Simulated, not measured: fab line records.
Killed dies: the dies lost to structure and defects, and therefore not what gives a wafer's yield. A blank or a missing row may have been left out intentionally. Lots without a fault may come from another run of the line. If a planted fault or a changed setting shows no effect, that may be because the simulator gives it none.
Matching of chambers :: flow nand_harc :: pecvd-02 running NHARC_A_STAIRCASE_DEP_151: 3 sister chambers
The step deposits SiO2, target thk 3800 nm. 24 wafers are shown with their chamber, then 12 later ones without.

EACH WAFER AND ITS CHAMBER
wafer: L074.1
chamber: 0
heater_power_w (W): 575

wafer: L074.4
chamber: 0
heater_power_w (W): 561

wafer: L074.5
chamber: 1
heater_power_w (W): 584

wafer: L075.2
chamber: 1
heater_power_w (W): 607

wafer: L075.4
chamber: 1
heater_power_w (W): 584

wafer: L075.6
chamber: 2
heater_power_w (W): 775

wafer: L080.1
chamber: 1
heater_power_w (W): 706

wafer: L080.2
chamber: 0
heater_power_w (W): 623

wafer: L080.3
chamber: 2
heater_power_w (W): 927

wafer: L086.1
chamber: 2
heater_power_w (W): 885

wafer: L086.2
chamber: 1
heater_power_w (W): 731

wafer: L086.4
chamber: 0
heater_power_w (W): 602

wafer: L088.3
chamber: 0
heater_power_w (W): 730

wafer: L088.4
chamber: 0
heater_power_w (W): 599

wafer: L088.5
chamber: 1
heater_power_w (W): 594

wafer: L085.1
chamber: 2
heater_power_w (W): 1028

wafer: L085.3
chamber: 1
heater_power_w (W): 657

wafer: L085.6
chamber: 2
heater_power_w (W): 849

wafer: L090.1
chamber: 0
heater_power_w (W): 754

wafer: L090.3
chamber: 2
heater_power_w (W): 945

wafer: L090.6
chamber: 2
heater_power_w (W): 844

wafer: L091.2
chamber: 1
heater_power_w (W): 676

wafer: L091.4
chamber: 0
heater_power_w (W): 603

wafer: L091.6
chamber: 2
heater_power_w (W): 824

SIGNATURES (means of the wafers above)
reading: heater_power_w
chamber 0: 630.88
chamber 1: 642.38
chamber 2: 884.62
scatter within a chamber: 70.4
Rule: for each reading, subtract the chamber's mean from the wafer's reading, divide by that reading's scatter and square the result; add these up over the readings and take the root, which gives the wafer's distance from the chamber. The wafer belongs to the nearest chamber; if the next one is less than 2 further off, it can't be placed. How the scatter is found: for the shown wafers, subtract from each reading the mean of its chamber, square and add these, divide the total by (wafers less chambers), then take the root.

WAFERS WITH NO CHAMBER GIVEN
wafer: L095.2
heater_power_w (W): 616

wafer: L095.5
heater_power_w (W): 837

wafer: L095.6
heater_power_w (W): 596

wafer: L095.1
heater_power_w (W): 875

wafer: L095.3
heater_power_w (W): 719

wafer: L095.4
heater_power_w (W): 620

wafer: L096.3
heater_power_w (W): 880

wafer: L096.4
heater_power_w (W): 589

wafer: L096.5
heater_power_w (W): 836

wafer: L096.1
heater_power_w (W): 645

wafer: L096.2
heater_power_w (W): 700

wafer: L096.6
heater_power_w (W): 597

THE CHAMBER EACH PASSED THROUGH
wafer: L095.2
from the rows above: can't be placed: 0 or 1
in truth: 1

wafer: L095.5
from the rows above: 2
in truth: 2

wafer: L095.6
from the rows above: can't be placed: 0 or 1
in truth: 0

wafer: L095.1
from the rows above: 2
in truth: 2

wafer: L095.3
from the rows above: can't be placed: 1 or 0 or 2
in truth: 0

wafer: L095.4
from the rows above: can't be placed: 0 or 1
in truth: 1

wafer: L096.3
from the rows above: 2
in truth: 2

wafer: L096.4
from the rows above: can't be placed: 0 or 1
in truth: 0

wafer: L096.5
from the rows above: 2
in truth: 2

wafer: L096.1
from the rows above: can't be placed: 1 or 0
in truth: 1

wafer: L096.2
from the rows above: can't be placed: 1 or 0 or 2
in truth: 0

wafer: L096.6
from the rows above: can't be placed: 0 or 1
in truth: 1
Correct placement for 4 of the 12. From these rows, 8 cannot be placed; in 8 the true chamber is one of the candidates. Wrongly placed: 0.
